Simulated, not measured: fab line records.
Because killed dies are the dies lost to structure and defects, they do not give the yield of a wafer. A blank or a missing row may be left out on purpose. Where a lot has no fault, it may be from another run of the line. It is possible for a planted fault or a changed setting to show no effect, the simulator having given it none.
fab line records    flow n5_finfet
record lots=24  wafers=72  last_day=20
route steps=1938 shown BEOL_M3@953
lots untouched by any fault: they come from a run of this same line in which no faults occurred
start_h: hours from the record's first day to the start of the lot's first wafer shown    wait_h: time in hours since the lot's previous step    " as in the row above    L1.1+2: one row covering several wafers at once    - no value present, or no start provided    * or withheld: withheld    < > ~ a bound
route shown NAME@n: NAME is a module with steps in the file, n the number in the route of the first one    usual: mean/standard deviation of fault-free wafers    same: alike in all rows    chamber/n: place in a boat    sites: the reading at each site    _std_site: the values' standard deviation    _edge_site: outer sites' mean less inner sites'    radius_mm: for every site, how far away it sits from the centre of the wafer    mask NAME#n: copy n    behind: the last tool/chamber to shape the wafer    hold: why the lot went on hold/how many hours it stayed there/how the hold came to an end    device: names the non-switching transistor (n, p or np)    end of line: at the end of the route, the tests of the same wafers    for a step that has no rows: nothing shown but its recipe    killed: count of dies lost to structure and defects at first sort (not the wafer's yield)    map: per-die view of a wafer (x killed, . not killed, _ where there is no die)
set.NAME: the setting that was run; set.NAME@STEP: the one run at that earlier step    model.NAME: the simulator's own value behind a step, which no gauge read
the route's steps for a sample of lots (tables are steps, rows are wafers)
services: a tool's chamber out of use, with start hour (start_h, from the record's first day; less than 0 if before it), hours out, and reason
## steps
# step N5_BEOL_M3_STRIP_66
# recipe chemistry=CF4  resist=SiARC  power_w=300  bias_power_w=75  pressure_mtorr=50  cf4_flow_sccm=150  rf_frequency_hz=6e+07
# usual drypump_motor_current_A=5.6/0.49  oes_product_au=0.78/0.057  rf_fwd_power_W=292.7/0.94  rf_vpp_V=271.0/1.4  showerhead_plenum_p_Torr=1.79/0.057  throttle_valve_pct=13.51/0.17
lot.wafer  tool         chamber  start_h  wait_h  drypump_motor_current_A  oes_product_au  rf_fwd_power_W  rf_hours_counter_h  rf_vpp_V  showerhead_plenum_p_Torr  throttle_valve_pct
L074.4     rie_diel-03  2        155.81   0.0     6.1                      0.74            292.3           158                 268.3     1.72                      13.34
L074.5     "            3        "        "       5.1                      0.83            292.6           -                   274.2     1.89                      13.55
L074.6     "            2        "        "       6.1                      0.74            293.3           -                   269.4     1.72                      13.32
L075.2     rie_diel-06  0        159.81   0.0     5.9                      0.75            292.8           157                 272.5     1.88                      13.56
L075.4     "            1        "        "       5.5                      0.79            292.6           114                 268.0     1.68                      13.72
L075.6     "            2        "        "       6.0                      0.77            291.7           -                   270.6     1.80                      13.70
L076.1     rie_diel-03  3        165.05   0.0     5.1                      0.82            293.4           84                  272.1     1.89                      13.57
L076.2     "            0        "        "       5.4                      0.75            292.5           160                 271.2     1.79                      13.49
L076.5     "            1        "        "       5.4                      0.87            294.2           -                   271.2     1.76                      13.27
L077.1     rie_diel-05  0        166.43   0.0     5.6                      0.72            292.4           201                 271.1     1.79                      13.80
L077.3     "            3        "        "       6.1                      0.77            293.3           144                 270.0     1.78                      13.46
L077.5     "            3        "        "       6.1                      0.77            292.6           -                   271.6     1.78                      13.47
L078.2     rie_diel-03  2        169.14   0.0     6.1                      0.74            291.3           162                 268.4     1.72                      13.33
L078.4     "            1        "        "       5.4                      0.87            294.3           35                  271.1     1.76                      13.27
L078.5     "            1        "        "       5.4                      0.86            294.3           -                   271.2     1.76                      13.28
L079.1     rie_diel-05  3        181.28   0.0     6.1                      0.76            292.1           148                 271.4     1.78                      13.48
L079.2     "            2        "        "       4.8                      0.86            291.3           48                  272.8     1.83                      13.41
L079.6     "            0        "        "       5.6                      0.71            292.4           -                   270.9     1.79                      13.80
L081.3     rie_diel-03  0        193.85   0.0     5.4                      0.75            293.2           168                 271.3     1.79                      13.50
L081.4     "            3        "        "       5.1                      0.81            293.1           92                  274.0     1.89                      13.59
L081.5     "            0        "        "       5.5                      0.74            294.5           -                   270.5     1.79                      13.52
L080.1     rie_diel-03  1        201.48   0.0     5.4                      0.85            294.1           46                  269.7     1.75                      13.31
L080.3     "            3        "        "       5.1                      0.81            293.2           95                  272.7     1.89                      13.60
L080.6     "            3        "        "       5.1                      0.81            292.5           -                   273.0     1.89                      13.58
L082.2     rie_diel-03  0        202.15   0.0     5.5                      0.74            294.0           170                 269.4     1.79                      13.52
L082.3     "            3        "        "       5.1                      0.80            292.1           95                  272.7     1.89                      13.59
L082.5     "            3        "        "       5.1                      0.81            293.2           -                   271.7     1.89                      13.59
L084.1     rie_diel-06  3        205.58   0.0     5.7                      0.74            292.8           164                 272.3     1.86                      13.57
L084.3     "            2        "        "       6.0                      0.77            291.6           117                 270.7     1.80                      13.75
L084.6     "            0        "        "       5.8                      0.74            292.8           -                   272.2     1.88                      13.58
L083.1     rie_diel-05  0        207.73   0.0     5.6                      0.71            292.7           211                 270.5     1.79                      13.83
L083.5     "            2        "        "       4.9                      0.84            293.0           -                   270.2     1.82                      13.42
L083.6     "            3        "        "       6.1                      0.75            294.5           -                   270.3     1.78                      13.49
L085.1     rie_diel-05  2        209.20   0.0     4.8                      0.84            292.9           57                  270.7     1.82                      13.42
L085.2     "            3        "        "       6.1                      0.76            294.3           157                 271.2     1.78                      13.50
L085.6     "            0        "        "       5.6                      0.71            292.6           -                   270.9     1.79                      13.82
L086.3     rie_diel-03  2        233.26   0.0     6.1                      0.73            293.6           182                 270.2     1.72                      13.38
L086.4     "            1        "        "       5.4                      0.83            292.6           56                  270.0     1.75                      13.34
L086.5     "            0        "        "       5.5                      0.74            292.0           -                   271.6     1.79                      13.55
L089.1     rie_diel-03  2        247.99   0.0     6.1                      0.72            292.9           186                 269.5     1.72                      13.39
L089.3     "            1        "        "       5.4                      0.83            291.9           60                  270.1     1.75                      13.33
L089.4     "            0        "        "       5.5                      0.74            293.6           186                 269.9     1.79                      13.56
L087.3     rie_diel-06  0        248.02   0.0     5.9                      0.72            292.1           183                 272.3     1.87                      13.59
L087.5     "            0        "        "       5.9                      0.73            291.5           -                   272.6     1.87                      13.59
L087.6     "            1        "        "       5.5                      0.76            295.3           -                   268.7     1.68                      13.76
L090.2     rie_diel-05  3        248.09   0.0     6.1                      0.75            292.8           171                 270.9     1.77                      13.51
L090.3     "            1        "        "       6.5                      0.87            292.7           25                  272.0     1.75                      13.31
L090.4     "            2        "        "       4.8                      0.83            291.9           71                  272.0     1.82                      13.46
L088.1     rie_diel-05  2        248.77   0.0     4.8                      0.83            292.1           71                  270.0     1.82                      13.46
L088.2     "            0        "        "       5.6                      0.70            293.8           225                 270.4     1.79                      13.84
L088.5     "            1        "        "       6.5                      0.87            292.5           -                   269.6     1.75                      13.30
L091.3     rie_diel-03  1        254.15   0.0     5.4                      0.83            293.9           62                  269.5     1.75                      13.33
L091.5     "            0        "        "       5.5                      0.73            292.3           -                   271.0     1.79                      13.57
L091.6     "            3        "        "       5.1                      0.80            291.2           -                   273.0     1.88                      13.63
L092.2     rie_diel-03  2        261.79   0.0     6.2                      0.72            293.0           191                 270.0     1.72                      13.40
L092.5     "            1        "        "       5.4                      0.83            292.4           -                   269.6     1.75                      13.35
L092.6     "            2        "        "       6.1                      0.72            292.3           -                   268.8     1.72                      13.39
L093.1     rie_diel-05  1        265.05   0.0     6.5                      0.86            291.7           31                  270.7     1.75                      13.30
L093.4     "            0        "        "       5.6                      0.70            292.8           230                 271.3     1.78                      13.87
L093.5     "            2        "        "       4.8                      0.82            292.0           -                   273.8     1.82                      13.46
L094.1     rie_diel-05  3        268.04   0.0     6.1                      0.74            293.3           177                 270.1     1.77                      13.53
L094.5     "            2        "        "       4.9                      0.81            291.3           -                   271.4     1.82                      13.47
L094.6     "            3        "        "       6.1                      0.74            293.3           -                   272.2     1.77                      13.55
L095.2     rie_diel-03  1        277.76   0.0     5.4                      0.83            292.2           70                  270.4     1.75                      13.34
L095.3     "            0        "        "       5.4                      0.72            291.2           196                 272.4     1.78                      13.57
L095.5     "            1        "        "       5.4                      0.82            292.3           -                   269.4     1.75                      13.34
L097.1     rie_diel-05  1        291.92   0.0     6.5                      0.85            294.3           38                  270.7     1.75                      13.32
L097.2     "            3        "        "       6.1                      0.74            291.0           183                 270.5     1.77                      13.55
L097.3     "            0        "        "       5.6                      0.69            291.5           237                 270.1     1.78                      13.88
L096.1     rie_diel-06  1        292.69   0.0     5.5                      0.75            293.4           151                 268.1     1.67                      13.79
L096.3     "            0        "        "       5.9                      0.72            293.3           195                 272.3     1.87                      13.63
L096.5     "            0        "        "       5.9                      0.72            291.5           -                   272.2     1.87                      13.62
# step N5_BEOL_M3_ALD_98
# recipe material=SiO2  target_thk_a=25  temp_c=100  ald_precursor_family=BDEAS  ald_co_reactant=O2-plasma  pulse_time_s=1  co_reactant_pulse_time_s=1  purge_time_s=2  co_reactant_purge_time_s=2  ald_cycles=17  pressure_torr=2
# usual heater_power_w=81/6.1  precursor_pulse_height_rel=0.995/0.018
# same ald_cycles=17
lot.wafer  tool        chamber  start_h  wait_h  heater_power_w  precursor_pulse_height_rel
L074.4     ald_sin-01  3        156.73   0.1     70              1.016
L074.5     "           2        "        "       77              1.018
L074.6     "           1        "        "       82              1.010
L075.2     ald_sin-02  0        160.78   0.2     92              1.001
L075.4     "           3        "        "       73              0.994
L075.6     "           3        "        "       71              0.983
L076.1     ald_sin-04  1        166.03   0.1     77              0.974
L076.2     "           0        "        "       84              0.990
L076.5     "           1        "        "       77              0.985
L077.1     ald_sin-02  0        167.63   0.1     88              0.984
L077.3     "           3        "        "       74              0.985
L077.5     "           3        "        "       77              0.989
L078.2     ald_sin-04  1        170.00   0.1     77              1.000
L078.4     "           0        "        "       81              1.005
L078.5     "           1        "        "       76              1.011
L079.1     ald_sin-04  3        182.40   0.4     74              1.005
L079.2     "           1        "        "       77              1.022
L079.6     "           2        "        "       89              0.969
L081.3     ald_sin-04  2        194.96   0.2     91              0.955
L081.4     "           0        "        "       84              0.984
L081.5     "           0        "        "       82              0.990
L080.1     ald_sin-04  3        202.41   0.1     74              0.964
L080.3     "           0        "        "       80              0.990
L080.6     "           0        "        "       84              0.985
L082.2     ald_sin-01  1        203.02   0.1     84              0.970
L082.3     "           2        "        "       79              1.006
L082.5     "           0        "        "       88              1.008
L084.1     ald_sin-01  3        206.49   0.1     73              1.005
L084.3     "           2        "        "       76              1.009
L084.6     "           3        "        "       72              1.014
L083.1     ald_sin-04  2        208.54   0.1     90              0.975
L083.5     "           0        "        "       83              0.993
L083.6     "           3        "        "       74              1.027
L085.1     ald_sin-01  2        210.34   0.4     77              0.957
L085.2     "           0        "        "       87              1.016
L085.6     "           3        "        "       72              1.009
L086.3     ald_sin-02  0        235.08   1.0     89              1.005
L086.4     "           2        "        "       86              0.977
L086.5     "           0        "        "       92              1.006
L089.1     ald_sin-01  3        248.95   0.1     71              0.996
L089.3     "           2        "        "       76              1.005
L089.4     "           0        "        "       87              1.000
L087.3     ald_sin-02  2        248.97   0.1     87              0.983
L087.5     "           1        "        "       79              0.986
L087.6     "           0        "        "       92              0.952
L090.2     ald_sin-02  2        249.10   0.1     86              1.019
L090.3     "           3        "        "       76              0.992
L090.4     "           0        "        "       89              0.995
L088.1     ald_sin-04  3        250.27   0.6     77              1.013
L088.2     "           1        "        "       78              0.981
L088.5     "           0        "        "       85              0.983
L091.3     ald_sin-01  0        255.69   0.2     88              0.991
L091.5     "           0        "        "       88              0.994
L091.6     "           3        "        "       74              1.013
L092.2     ald_sin-04  0        262.75   0.1     83              0.953
L092.5     "           0        "        "       82              1.016
L092.6     "           3        "        "       75              0.977
L093.1     ald_sin-04  2        265.84   0.1     92              1.022
L093.4     "           1        "        "       79              0.995
L093.5     "           0        "        "       83              1.000
L094.1     ald_sin-01  1        269.44   0.5     83              1.012
L094.5     "           2        "        "       77              0.988
L094.6     "           1        "        "       82              1.025
L095.2     ald_sin-02  3        278.69   0.1     76              0.982
L095.3     "           2        "        "       87              1.016
L095.5     "           2        "        "       87              0.966
L097.1     ald_sin-02  1        292.84   0.1     78              1.028
L097.2     "           2        "        "       86              0.992
L097.3     "           0        "        "       89              1.017
L096.1     ald_sin-01  2        293.49   0.1     77              0.973
L096.3     "           1        "        "       80              0.986
L096.5     "           0        "        "       84              0.985
# step N5_BEOL_M3_SPUTTER_90
# recipe material=Cu  target_thk_a=45  temp_c=-20  chamber_pressure_pa=0.07  power_w=withheld  time_s=8.29
# usual chamber_pressure_pa=0.07002/0.00012  throttle_valve_pct=30.2/1
# same time_s=8.29
lot.wafer  tool            chamber  start_h  wait_h  chamber_pressure_pa  throttle_valve_pct
L074.4     pvd_sputter-01  -        171.26   0.0     0.06995              29.6
L074.5     "               -        "        "       0.0701               31.6
L074.6     "               -        "        "       0.07006              30.9
L075.2     pvd_sputter-02  -        171.33   0.1     0.07                 29.5
L075.4     "               -        "        "       0.06992              29.3
L075.6     "               -        "        "       0.06998              27.9
L076.1     pvd_sputter-02  -        174.67   0.1     0.07001              29.5
L076.2     "               -        "        "       0.06998              27.9
L076.5     "               -        "        "       0.06994              29.6
L077.1     pvd_sputter-01  -        177.85   0.1     0.07005              31.3
L077.3     "               -        "        "       0.07008              31.7
L077.5     "               -        "        "       0.07015              29.6
L078.2     pvd_sputter-03  -        186.35   0.1     0.06993              29.4
L078.4     "               -        "        "       0.06997              30.2
L078.5     "               -        "        "       0.06994              30.5
L079.1     pvd_sputter-03  -        190.89   0.1     0.06983              31.3
L079.2     "               -        "        "       0.07024              31.6
L079.6     "               -        "        "       0.06997              31.0
L081.3     pvd_sputter-02  -        209.79   0.1     0.07009              29.5
L081.4     "               -        "        "       0.06998              29.9
L081.5     "               -        "        "       0.06996              30.0
L080.1     pvd_sputter-03  -        211.60   0.1     0.07011              31.3
L080.3     "               -        "        "       0.06984              30.3
L080.6     "               -        "        "       0.06991              30.4
L082.2     pvd_sputter-02  -        212.77   0.1     0.07013              28.0
L082.3     "               -        "        "       0.07006              29.4
L082.5     "               -        "        "       0.07005              28.0
L085.1     pvd_sputter-02  -        217.33   0.1     0.07009              28.0
L085.2     "               -        "        "       0.07003              29.7
L085.6     "               -        "        "       0.07009              29.3
L084.1     pvd_sputter-01  -        217.43   0.1     0.07025              31.0
L084.3     "               -        "        "       0.0704               31.5
L084.6     "               -        "        "       0.06989              30.9
L083.1     pvd_sputter-03  -        217.91   0.1     0.07011              30.3
L083.5     "               -        "        "       0.06991              31.5
L083.6     "               -        "        "       0.07019              29.3
L086.3     pvd_sputter-01  -        238.93   0.1     0.07008              31.1
L086.4     "               -        "        "       0.06999              29.6
L086.5     "               -        "        "       0.07018              31.4
L089.1     pvd_sputter-02  -        257.18   0.1     0.07025              28.3
L089.3     "               -        "        "       0.07021              29.5
L089.4     "               -        "        "       0.07023              29.3
L087.3     pvd_sputter-01  -        257.44   0.1     0.06999              30.8
L087.5     "               -        "        "       0.07004              31.1
L087.6     "               -        "        "       0.07018              31.2
L090.2     pvd_sputter-02  -        260.09   0.1     0.06997              28.2
L090.3     "               -        "        "       0.06998              29.5
L090.4     "               -        "        "       0.07015              29.8
L088.1     pvd_sputter-03  -        265.14   0.1     0.06999              30.3
L088.2     "               -        "        "       0.06991              29.3
L088.5     "               -        "        "       0.0699               30.7
L091.3     pvd_sputter-01  -        265.41   0.1     0.06998              30.9
L091.5     "               -        "        "       0.0702               31.4
L091.6     "               -        "        "       0.07016              31.1
L092.2     pvd_sputter-02  -        265.79   0.1     0.07016              29.9
L092.5     "               -        "        "       0.07008              28.4
L092.6     "               -        "        "       0.07005              29.3
L093.1     pvd_sputter-02  -        271.99   0.1     0.06971              29.7
L093.4     "               -        "        "       0.07015              28.1
L093.5     "               -        "        "       0.07016              29.3
L094.1     pvd_sputter-03  -        275.18   0.1     0.06995              30.3
L094.5     "               -        "        "       0.07003              31.2
L094.6     "               -        "        "       0.07002              31.3
L095.2     pvd_sputter-03  -        284.93   0.1     0.06997              29.6
L095.3     "               -        "        "       0.06998              31.0
L095.5     "               -        "        "       0.07003              31.3
L096.1     pvd_sputter-01  -        304.48   0.1     0.06995              31.3
L096.3     "               -        "        "       0.07012              31.6
L096.5     "               -        "        "       0.06993              31.2
L097.1     pvd_sputter-03  -        346.00   0.1     0.07021              29.5
L097.2     "               -        "        "       0.06996              30.1
L097.3     "               -        "        "       0.07016              30.9
# step N5_BEOL_M3_ANNEAL_93
# recipe temp_c=400  time_s=240  ambient=vacuum
# usual heater_power_w=845/89
# same time_s=240
lot.wafer  tool            chamber  start_h  wait_h  heater_power_w
L074.4     pvd_sputter-01  -        171.59   0.1     955
L074.5     "               -        "        "       869
L074.6     "               -        "        "       854
L075.2     pvd_sputter-02  -        171.63   0.0     811
L075.4     "               -        "        "       798
L075.6     "               -        "        "       992
L076.1     pvd_sputter-02  -        174.97   0.0     794
L076.2     "               -        "        "       979
L076.5     "               -        "        "       822
L077.1     pvd_sputter-01  -        178.15   0.0     862
L077.3     "               -        "        "       940
L077.5     "               -        "        "       942
L078.2     pvd_sputter-03  -        186.65   0.0     826
L078.4     "               -        "        "       952
L078.5     "               -        "        "       954
L079.1     pvd_sputter-03  -        191.19   0.0     793
L079.2     "               -        "        "       786
L079.6     "               -        "        "       783
L081.3     pvd_sputter-02  -        210.09   0.0     816
L081.4     "               -        "        "       695
L081.5     "               -        "        "       688
L080.1     pvd_sputter-03  -        211.90   0.0     776
L080.3     "               -        "        "       938
L080.6     "               -        "        "       970
L082.2     pvd_sputter-02  -        213.07   0.0     975
L082.3     "               -        "        "       774
L082.5     "               -        "        "       992
L085.1     pvd_sputter-02  -        217.63   0.0     983
L085.2     "               -        "        "       831
L085.6     "               -        "        "       798
L084.1     pvd_sputter-01  -        217.73   0.0     856
L084.3     "               -        "        "       857
L084.6     "               -        "        "       874
L083.1     pvd_sputter-03  -        218.21   0.0     932
L083.5     "               -        "        "       792
L083.6     "               -        "        "       810
L086.3     pvd_sputter-01  -        239.23   0.0     879
L086.4     "               -        "        "       951
L086.5     "               -        "        "       839
L089.1     pvd_sputter-02  -        257.48   0.0     989
L089.3     "               -        "        "       813
L089.4     "               -        "        "       780
L087.3     pvd_sputter-01  -        257.74   0.0     867
L087.5     "               -        "        "       872
L087.6     "               -        "        "       855
L090.2     pvd_sputter-02  -        260.39   0.0     982
L090.3     "               -        "        "       782
L090.4     "               -        "        "       679
L088.1     pvd_sputter-03  -        265.44   0.0     965
L088.2     "               -        "        "       800
L088.5     "               -        "        "       960
L091.3     pvd_sputter-01  -        265.71   0.0     856
L091.5     "               -        "        "       853
L091.6     "               -        "        "       855
L092.2     pvd_sputter-02  -        266.09   0.0     668
L092.5     "               -        "        "       962
L092.6     "               -        "        "       805
L093.1     pvd_sputter-02  -        272.29   0.0     681
L093.4     "               -        "        "       965
L093.5     "               -        "        "       811
L094.1     pvd_sputter-03  -        275.48   0.0     966
L094.5     "               -        "        "       801
L094.6     "               -        "        "       781
L095.2     pvd_sputter-03  -        285.23   0.0     810
L095.3     "               -        "        "       785
L095.5     "               -        "        "       778
L096.1     pvd_sputter-01  -        304.78   0.0     868
L096.3     "               -        "        "       933
L096.5     "               -        "        "       849
L097.1     pvd_sputter-03  -        346.30   0.0     797
L097.2     "               -        "        "       947
L097.3     "               -        "        "       806
# step N5_BEOL_M3_SPUTTER_94
# recipe material=Cu  target_thk_a=45  temp_c=-20  chamber_pressure_pa=0.07  power_w=withheld  time_s=8.29
# usual chamber_pressure_pa=0.07001/0.00014  throttle_valve_pct=30.2/1
# same time_s=8.29
lot.wafer  tool            chamber  start_h  wait_h  chamber_pressure_pa  throttle_valve_pct
L074.4     pvd_sputter-01  -        171.70   0.0     0.07009              29.4
L074.5     "               -        "        "       0.06987              31.7
L074.6     "               -        "        "       0.06969              30.8
L075.2     pvd_sputter-02  -        171.77   0.1     0.07014              29.6
L075.4     "               -        "        "       0.07026              29.5
L075.6     "               -        "        "       0.06995              28.3
L076.1     pvd_sputter-02  -        175.11   0.1     0.07002              29.1
L076.2     "               -        "        "       0.06991              28.2
L076.5     "               -        "        "       0.06999              29.3
L077.1     pvd_sputter-01  -        178.29   0.1     0.07006              31.4
L077.3     "               -        "        "       0.07007              31.6
L077.5     "               -        "        "       0.06995              29.4
L078.2     pvd_sputter-03  -        186.79   0.1     0.06993              29.3
L078.4     "               -        "        "       0.0699               30.5
L078.5     "               -        "        "       0.07002              30.2
L079.1     pvd_sputter-03  -        191.33   0.1     0.07009              31.1
L079.2     "               -        "        "       0.07018              31.3
L079.6     "               -        "        "       0.07022              31.1
L081.3     pvd_sputter-02  -        210.23   0.1     0.06986              29.4
L081.4     "               -        "        "       0.06994              29.8
L081.5     "               -        "        "       0.07001              29.8
L080.1     pvd_sputter-03  -        212.04   0.1     0.06988              31.6
L080.3     "               -        "        "       0.0701               30.5
L080.6     "               -        "        "       0.07028              30.5
L082.2     pvd_sputter-02  -        213.21   0.1     0.06967              28.2
L082.3     "               -        "        "       0.07017              29.4
L082.5     "               -        "        "       0.06996              28.3
L085.1     pvd_sputter-02  -        217.77   0.1     0.07012              28.1
L085.2     "               -        "        "       0.07006              29.5
L085.6     "               -        "        "       0.06998              29.3
L084.1     pvd_sputter-01  -        217.87   0.1     0.06983              31.0
L084.3     "               -        "        "       0.07032              31.3
L084.6     "               -        "        "       0.06991              31.1
L083.1     pvd_sputter-03  -        218.35   0.1     0.07008              30.3
L083.5     "               -        "        "       0.06968              31.5
L083.6     "               -        "        "       0.06962              29.2
L086.3     pvd_sputter-01  -        239.37   0.1     0.07029              31.0
L086.4     "               -        "        "       0.07016              29.4
L086.5     "               -        "        "       0.06978              31.4
L089.1     pvd_sputter-02  -        257.62   0.1     0.07004              28.2
L089.3     "               -        "        "       0.06993              29.4
L089.4     "               -        "        "       0.07022              29.5
L087.3     pvd_sputter-01  -        257.88   0.1     0.07008              30.9
L087.5     "               -        "        "       0.07007              31.3
L087.6     "               -        "        "       0.07009              31.0
L090.2     pvd_sputter-02  -        260.53   0.1     0.06995              28.0
L090.3     "               -        "        "       0.07002              29.2
L090.4     "               -        "        "       0.06999              29.7
L088.1     pvd_sputter-03  -        265.58   0.1     0.07002              30.3
L088.2     "               -        "        "       0.06974              29.3
L088.5     "               -        "        "       0.06998              30.4
L091.3     pvd_sputter-01  -        265.85   0.1     0.07013              31.1
L091.5     "               -        "        "       0.07015              31.4
L091.6     "               -        "        "       0.06996              31.1
L092.2     pvd_sputter-02  -        266.23   0.1     0.0701               29.9
L092.5     "               -        "        "       0.07                 28.1
L092.6     "               -        "        "       0.07005              29.2
L093.1     pvd_sputter-02  -        272.43   0.1     0.06992              29.9
L093.4     "               -        "        "       0.06991              28.1
L093.5     "               -        "        "       0.06977              29.4
L094.1     pvd_sputter-03  -        275.62   0.1     0.06988              30.5
L094.5     "               -        "        "       0.07015              31.1
L094.6     "               -        "        "       0.07004              31.4
L095.2     pvd_sputter-03  -        285.37   0.1     0.07011              29.4
L095.3     "               -        "        "       0.06988              30.9
L095.5     "               -        "        "       0.06996              31.1
L096.1     pvd_sputter-01  -        304.92   0.1     0.07001              31.0
L096.3     "               -        "        "       0.0701               31.5
L096.5     "               -        "        "       0.06996              31.3
L097.1     pvd_sputter-03  -        346.44   0.1     0.0701               29.5
L097.2     "               -        "        "       0.07011              30.4
L097.3     "               -        "        "       0.06992              31.0
# step N5_BEOL_M3_CO_CAP_55
# recipe material=Co  target_thk_a=20  temp_c=200  precursor=CCTBA/H2  pressure_torr=30  time_s=102.1
# usual heater_power_w=219/17
# same time_s=102.1
lot.wafer  tool       chamber  start_h  wait_h  heater_power_w
L074.4     cvd_co-01  2        172.78   0.0     196
L074.5     "          1        "        "       219
L074.6     "          0        "        "       220
L075.2     cvd_co-02  2        172.85   0.0     222
L075.4     "          0        "        "       234
L075.6     "          2        "        "       221
L076.1     cvd_co-02  1        176.51   0.0     244
L076.2     "          0        "        "       231
L076.5     "          1        "        "       253
L077.1     cvd_co-01  1        179.41   0.0     224
L077.3     "          0        "        "       220
L077.5     "          2        "        "       195
L078.2     cvd_co-01  2        187.89   0.0     199
L078.4     "          2        "        "       199
L078.5     "          2        "        "       191
L079.1     cvd_co-01  1        192.68   0.0     211
L079.2     "          2        "        "       195
L079.6     "          1        "        "       222
L081.3     cvd_co-01  1        211.40   0.0     214
L081.4     "          2        "        "       197
L081.5     "          0        "        "       217
L080.1     cvd_co-01  0        213.12   0.0     220
L080.3     "          1        "        "       214
L080.6     "          0        "        "       216
L082.2     cvd_co-02  1        214.29   0.0     251
L082.3     "          0        "        "       235
L082.5     "          0        "        "       234
L085.1     cvd_co-01  1        218.85   0.0     215
L085.2     "          0        "        "       218
L085.6     "          2        "        "       198
L084.1     cvd_co-02  1        218.96   0.0     248
L084.3     "          2        "        "       217
L084.6     "          2        "        "       226
L083.1     cvd_co-01  1        219.47   0.0     214
L083.5     "          1        "        "       210
L083.6     "          0        "        "       216
L086.3     cvd_co-01  2        240.45   0.0     196
L086.4     "          1        "        "       217
L086.5     "          0        "        "       227
L089.1     cvd_co-02  2        259.30   0.0     221
L089.3     "          1        "        "       251
L089.4     "          2        "        "       222
L087.3     cvd_co-02  1        259.74   0.0     254
L087.5     "          1        "        "       257
L087.6     "          2        "        "       223
L090.2     cvd_co-01  2        261.61   0.0     200
L090.3     "          0        "        "       218
L090.4     "          1        "        "       219
L088.1     cvd_co-02  0        266.68   0.0     238
L088.2     "          1        "        "       253
L088.5     "          1        "        "       251
L091.3     cvd_co-01  0        266.95   0.0     223
L091.5     "          2        "        "       195
L091.6     "          1        "        "       215
L092.2     cvd_co-01  1        267.31   0.0     221
L092.5     "          1        "        "       224
L092.6     "          0        "        "       220
L093.1     cvd_co-01  1        273.53   0.0     215
L093.4     "          1        "        "       215
L093.5     "          1        "        "       211
L094.1     cvd_co-01  2        276.72   0.0     203
L094.5     "          2        "        "       196
L094.6     "          1        "        "       210
L095.2     cvd_co-02  2        286.45   0.0     219
L095.3     "          1        "        "       250
L095.5     "          1        "        "       249
L096.1     cvd_co-02  2        306.01   0.0     221
L096.3     "          1        "        "       242
L096.5     "          2        "        "       227
L097.1     cvd_co-01  2        347.91   0.0     198
L097.2     "          0        "        "       219
L097.3     "          1        "        "       216
## services
tool            chamber  start_h  hours  kind
rie_diel-05     1        134.88   12.3   repair
ald_sin-02      -        148.80   0.9    repair
cvd_co-02       -        157.45   0.8    repair
cvd_co-01       0        186.88   23.8   repair
rie_diel-05     0        192.21   5.8    repair
rie_diel-05     -        195.70   0.7    repair
ald_sin-01      3        199.16   1.6    repair
ald_sin-04      0        215.36   32.4   repair
cvd_co-02       -        222.41   14.6   pm
rie_diel-03     2        225.59   2.0    repair
ald_sin-02      -        235.26   2.0    repair
rie_diel-05     0        241.22   3.8    repair
ald_sin-04      -        269.02   14.0   pm
cvd_co-01       0        273.32   15.6   repair
cvd_co-01       1        288.80   24.4   repair
cvd_co-01       0        293.30   39.6   repair
pvd_sputter-02  -        301.83   7.9    repair
cvd_co-02       -        309.43   2.8    pm
ald_sin-01      -        316.37   2.8    pm
ald_sin-01      -        320.31   1.2    repair
rie_diel-05     0        320.99   2.0    repair
ald_sin-04      -        324.76   1.2    repair
ald_sin-04      1        328.02   8.1    repair
ald_sin-01      2        339.92   12.1   repair
## key
fault none
